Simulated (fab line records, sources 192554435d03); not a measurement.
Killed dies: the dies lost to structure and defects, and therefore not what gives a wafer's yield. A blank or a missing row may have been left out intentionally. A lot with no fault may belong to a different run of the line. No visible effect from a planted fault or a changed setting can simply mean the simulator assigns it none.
Which tool is to blame?	flow n5 finfet	22 wafers from 8 lots sampled at 7 of the route's 1938 steps

## WHAT THE GAUGES READ, wafer by wafer
N5_MOL_CONTACT_COAG_THK_MEAS_29. Usual: MD_CAP_THK 17.93 nm, standard deviation 0.095.
lot	measured	on	MD_CAP_THK (nm)	flag
L201	day 5 20:31	film metro-01	17.92 18.00 18.11	
L204	day 6 11:08	film metro-01	17.87 18.03 18.00	
L210	day 8 03:29	film metro-01	17.97 17.96 17.97	
L212	day 8 23:01	film metro-02	17.95 17.98 17.93	
L215	day 9 12:19	film metro-01	17.81 18.96	OFF
L217	day 9 19:52	film metro-02	18.99 18.95	OFF
L218	day 10 02:39	film metro-02	17.76 17.92 18.98	OFF
L221	day 10 20:02	film metro-02	18.05 17.97 17.93	

N5_BEOL_M4_RC_MEAS_101. Usual: DIBL_N 36.3 mV/V, standard deviation 2; DIBL_P 36.3 mV/V, standard deviation 2.4; IOFF_N 0.16 nA/um, standard deviation 0.034; IOFF_P 0.21 nA/um, standard deviation 0.035; ION_N 672 uA/um, standard deviation 12; ION_P 459 uA/um, standard deviation 6.5; SS_N 71.6 mV/dec, standard deviation 0.67; SS_P 73.3 mV/dec, standard deviation 0.71; VT_N 250 mV, standard deviation 3.5; VT_P -251 mV, standard deviation 3.
lot	measured	on	DIBL_N (mV/V)	DIBL_P (mV/V)	IOFF_N (nA/um)	IOFF_P (nA/um)	ION_N (uA/um)	ION_P (uA/um)	SS_N (mV/dec)	SS_P (mV/dec)	VT_N (mV)	VT_P (mV)	flag
L201	day 8 16:58	prober-02	35.0 33.2 33.3	34.4 31.5 32.3	0.14 0.10 0.11	0.18 0.13 0.15	666 647 650	453 440 452	71.1 70.8 70.9	73.2 72.8 72.7	249 256 256	-254 -256 -253	
L204	day 9 08:29	prober-01	34.8 36.4 36.4	35.7 37.8 36.9	0.14 0.16 0.17	0.19 0.22 0.21	674 675 680	460 467 458	71.6 71.6 70.6	72.7 73.9 73.1	251 249 247	-250 -249 -251	
L210	day 11 20:07	prober-02	37.1 38.7 39.6	36.1 37.1 38.6	0.15 0.16 0.18	0.19 0.20 0.23	667 661 677	455 450 460	71.9 72.4 71.6	72.6 73.5 73.8	250 250 249	-252 -251 -248	
L212	day 13 00:21	prober-01	40.2 37.9 37.9	39.4 37.2 36.3	0.22 0.17 0.16	0.27 0.22 0.21	683 667 667	469 463 457	72.0 71.9 71.3	74.3 74.1 74.1	245 249 251	-246 -249 -251	
L215	day 13 05:17	prober-02	39.6 39.0	39.7 39.1	0.21 0.19	0.25 0.24	684 676	467 463	72.5 72.7	73.8 73.7	244 249	-249 -249	
L217	day 13 20:22	prober-02	36.9 39.1	37.5 39.4	0.17 0.21	0.21 0.23	678 682	459 458	71.0 72.3	73.6 73.4	248 246	-251 -251	
L218	day 13 08:12	prober-02	36.1 35.3 33.6	35.6 35.6 32.8	0.18 0.17 0.13	0.19 0.19 0.15	695 681 672	465 459 451	71.7 71.2 71.2	73.0 72.9 72.8	246 247 252	-253 -252 -256	
L221	day 14 14:23	prober-01	36.8 37.2 36.1	37.1 37.9 36.1	0.19 0.20 0.18	0.22 0.24 0.21	680 679 684	459 459 462	71.8 72.0 72.0	73.0 73.4 72.6	248 246 245	-249 -248 -251	

## WHICH TOOL RAN EACH LOT (tool, then ch and the chambers of the sampled wafers, then the start)
lot	N5_MOL_CONTACT_COAG_CONTACT_ETCH_14	N5_MOL_CONTACT_COAG_ETCH_110	N5_MOL_CONTACT_COAG_CMP_23	N5_MOL_CONTACT_COAG_CMP_28	N5_MOL_CONTACT_COAG_ETCH_47
L201	rie diel-02 ch 0,1, day 5 10:40	rie diel-02 ch 0,1, day 5 10:46	cmp-02 ch 0,1, day 5 17:49	cmp-02 ch 0,2, day 5 20:15	rie diel-06 ch 1,3, day 5 22:24
L204	rie diel-05 ch 0,2,3, day 6 03:19	rie diel-05 ch 0,2,3, day 6 03:24	cmp-03 ch 1,2,3, day 6 08:32	cmp-02 ch 0,3, day 6 10:50	rie diel-02 ch 1,2, day 6 13:16
L210	rie diel-06 ch 0,1,2, day 7 16:43	rie diel-06 ch 0,1,2, day 7 16:48	cmp-01 ch 0,1,2, day 8 00:11	cmp-01 ch 1,3, day 8 03:11	rie diel-05 ch 1,3, day 8 05:05
L212	rie diel-06 ch 0,1,2, day 8 11:17	rie diel-06 ch 0,1,2, day 8 11:22	cmp-02 ch 1,2,3, day 8 20:26	cmp-01 ch 0,3, day 8 22:45	rie diel-05 ch 0,1,2, day 9 01:35
L215	rie diel-06 ch 0,3, day 9 02:47	rie diel-06 ch 0,3, day 9 02:53	cmp-02 ch 1,2, day 9 09:40	cmp-01 ch 1,3, day 9 12:01	rie diel-05 ch 1,3, day 9 14:01
L217	rie diel-05 ch 2,3, day 9 11:16	rie diel-05 ch 2,3, day 9 11:21	cmp-02 ch 0,3, day 9 16:33	cmp-01 ch 0,2, day 9 19:40	rie diel-05 ch 2,3, day 9 21:56
L218	rie diel-06 ch 0,1,3, day 9 16:58	rie diel-06 ch 0,1,3, day 9 17:04	cmp-02 ch 0,3, day 9 23:50	cmp-02 ch 1,2, day 10 02:22	rie diel-02 ch 0,1, day 10 04:24
L221	rie diel-02 ch 2,3, day 10 13:52	rie diel-02 ch 2,3, day 10 13:57	cmp-03 ch 2,3, day 10 17:21	cmp-01 ch 0,1, day 10 19:46	rie diel-02 ch 0,3, day 10 21:44
- N5_MOL_CONTACT_COAG_CONTACT_ETCH_14: etches SiO2 in C4F6/O2, target depth 27.5 nm, overetch 8.5 nm, time 20 s.
- N5_MOL_CONTACT_COAG_ETCH_110: etches Si in CF4/O2, target depth 2.5 nm, time 8 s.
- N5_MOL_CONTACT_COAG_CMP_23: polishes, stops on SiO2, t overpolish 1.5 s, target thk 0 nm.
- N5_MOL_CONTACT_COAG_CMP_28: polishes, stops on SiNx, t overpolish 0.85 s, target thk 14.522 nm.
- N5_MOL_CONTACT_COAG_ETCH_47: etches SiNx in CH3F/O2, stops on W, target depth 27 nm.

## AS READ BY THE TOOLS THEMSELVES (means over the sampled wafers that have a number; for cases with no such wafer, the mark the record gives instead)
N5_MOL_CONTACT_COAG_CONTACT_ETCH_14. Usual: drypump motor current A 5.7 A, standard deviation 0.53; oes product au 0.64 a.u., standard deviation 0.048; rf fwd power W 364.3 W, standard deviation 2; rf vpp V 692 V, standard deviation 3.2; showerhead plenum p Torr 2.85 Torr, standard deviation 0.099; throttle valve pct 21.37 %, standard deviation 0.3.
lot	tool	drypump motor current A (A)	oes product au (a.u.)	rf fwd power W (W)	rf vpp V (V)	showerhead plenum p Torr (Torr)	throttle valve pct (%)	flag
L201	rie diel-02	6.4	0.72	363.6	696	3.00	21.09	
L204	rie diel-05	6.1	0.69	363.2	692	2.88	21.41	
L210	rie diel-06	5.4	0.60	366.2	690	2.82	21.65	
L212	rie diel-06	5.4	0.59	365.6	692	2.82	21.66	
L215	rie diel-06	5.4	0.60	364.8	689	2.74	21.17	
L217	rie diel-05	5.9	0.67	360.2	692	2.85	21.47	
L218	rie diel-06	5.4	0.60	366.0	688	2.74	21.35	
L221	rie diel-02	6.0	0.64	362.8	692	2.88	21.36	

N5_MOL_CONTACT_COAG_ETCH_110. Usual: drypump motor current A 5.7 A, standard deviation 0.53; oes product au 0.75 a.u., standard deviation 0.06; rf fwd power W 198.4 W, standard deviation 0.75; rf vpp V 129 V, standard deviation 3.1; showerhead plenum p Torr 2.20 Torr, standard deviation 0.073; throttle valve pct 10.85 %, standard deviation 0.28.
lot	tool	drypump motor current A (A)	oes product au (a.u.)	rf fwd power W (W)	rf vpp V (V)	showerhead plenum p Torr (Torr)	throttle valve pct (%)	flag
L201	rie diel-02	6.4	0.85	198.0	128	2.31	10.52	
L204	rie diel-05	6.0	0.82	198.0	129	2.22	10.72	
L210	rie diel-06	5.4	0.69	198.6	128	2.18	11.13	
L212	rie diel-06	5.4	0.68	198.8	129	2.17	11.15	
L215	rie diel-06	5.4	0.70	198.4	126	2.12	10.86	
L217	rie diel-05	5.8	0.77	197.3	130	2.20	10.82	
L218	rie diel-06	5.5	0.70	198.5	128	2.12	10.97	
L221	rie diel-02	6.0	0.74	198.5	129	2.22	10.86	

N5_MOL_CONTACT_COAG_CMP_23. Usual: motor current A 7.7 A, standard deviation 1; overpolish run s 1.500 s, standard deviation 0.009; time to endpoint s 10.5 s, standard deviation 2.6.
lot	tool	motor current A (A)	overpolish run s (s)	time to endpoint s (s)	flag
L201	cmp-02	8.3	1.504	13.3	
L204	cmp-03	7.5	1.505	12.7	
L210	cmp-01	8.7	1.507	10.6	
L212	cmp-02	6.7	1.503	11.1	
L215	cmp-02	7.1	1.507	18.0	
L217	cmp-02	7.3	1.512	24.3	OFF
L218	cmp-02	7.1	1.324	17.4	OFF
L221	cmp-03	7.4	1.500	7.0	

N5_MOL_CONTACT_COAG_CMP_28. Usual: motor current A at 11.8 A, with a standard deviation of 1.7.
lot	tool	motor current A (A)	flag
L201	cmp-02	11.7	
L204	cmp-02	12.1	
L210	cmp-01	12.1	
L212	cmp-01	14.2	
L215	cmp-01	12.2	
L217	cmp-01	13.7	
L218	cmp-02	10.5	
L221	cmp-01	13.4	

N5_MOL_CONTACT_COAG_ETCH_47. Usual: drypump motor current A is 5.9 A with standard deviation 0.59, etch rf on time s is 31.5 s with standard deviation 0.61, oes product au is 0.68 a.u. with standard deviation 0.045, rf fwd power W is 386.7 W with standard deviation 2.1, rf vpp V is 300 V with standard deviation 5.8, showerhead plenum p Torr is 2.00 Torr with standard deviation 0.065, and throttle valve pct is 16.40 % with standard deviation 0.27.
lot	tool	drypump motor current A (A)	etch rf on time s (s)	oes product au (a.u.)	rf fwd power W (W)	rf vpp V (V)	showerhead plenum p Torr (Torr)	throttle valve pct (%)	flag
L201	rie diel-06	5.2	31.5	0.66	385.7	301	1.92	16.23	
L204	rie diel-02	6.3	31.6	0.72	387.6	298	2.05	16.19	
L210	rie diel-05	5.8	32.0	0.73	385.4	303	1.98	16.18	
L212	rie diel-05	6.5	31.5	0.68	387.3	302	2.02	16.40	
L215	rie diel-05	6.1	32.4	0.72	384.4	302	1.99	16.17	
L217	rie diel-05	5.9	33.5	0.69	384.9	299	1.98	16.50	OFF
L218	rie diel-02	6.4	31.3	0.71	385.3	297	2.07	16.24	
L221	rie diel-02	5.7	31.4	0.67	386.4	304	2.00	16.52	

## THE ANSWER, worked out from the rows above alone
Rule: lot off if the mean of its wafers having a number is beyond 3 standard deviations from the usual mean. A lot without any number at a reading at which 4 lots or more have one is off too. Any other lot the step has rows for is counted as sound. Order of review: gauges by route order, followed by the tools' own readings, for which a lot's mean as printed above is used. At the first step where some lot is off, the reading lying furthest off is the one used; lots without a number count as furthest.
Off: at N5_MOL_CONTACT_COAG_THK_MEAS_29 (MD_CAP_THK), L215, L217, L218.
If a tool, at a process step before that reading, ran all the lots that are off and no sound lot after the first of them, it fits. The gauges at N5_MOL_CONTACT_COAG_THK_MEAS_29 are tried like those tools. One fits: cmp-02 at N5_MOL_CONTACT_COAG_CMP_23. Its last sound lot is L212 (day 8 20:26), its first lot that is off L215 (day 9 09:40): a fault that began between those two fits.
The tool's own readings at N5_MOL_CONTACT_COAG_CMP_23 bear it out: on the lots that are off they differ by more than 5 times the standard deviation of the sound lots' means. overpolish run s reads 1.448 s there against 1.504 s on the sound lots.

## WHAT WAS PUT IN BY THE SIMULATOR
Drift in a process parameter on cmp-02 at N5_MOL_CONTACT_COAG_CMP_23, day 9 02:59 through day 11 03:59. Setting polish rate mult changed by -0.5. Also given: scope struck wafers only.
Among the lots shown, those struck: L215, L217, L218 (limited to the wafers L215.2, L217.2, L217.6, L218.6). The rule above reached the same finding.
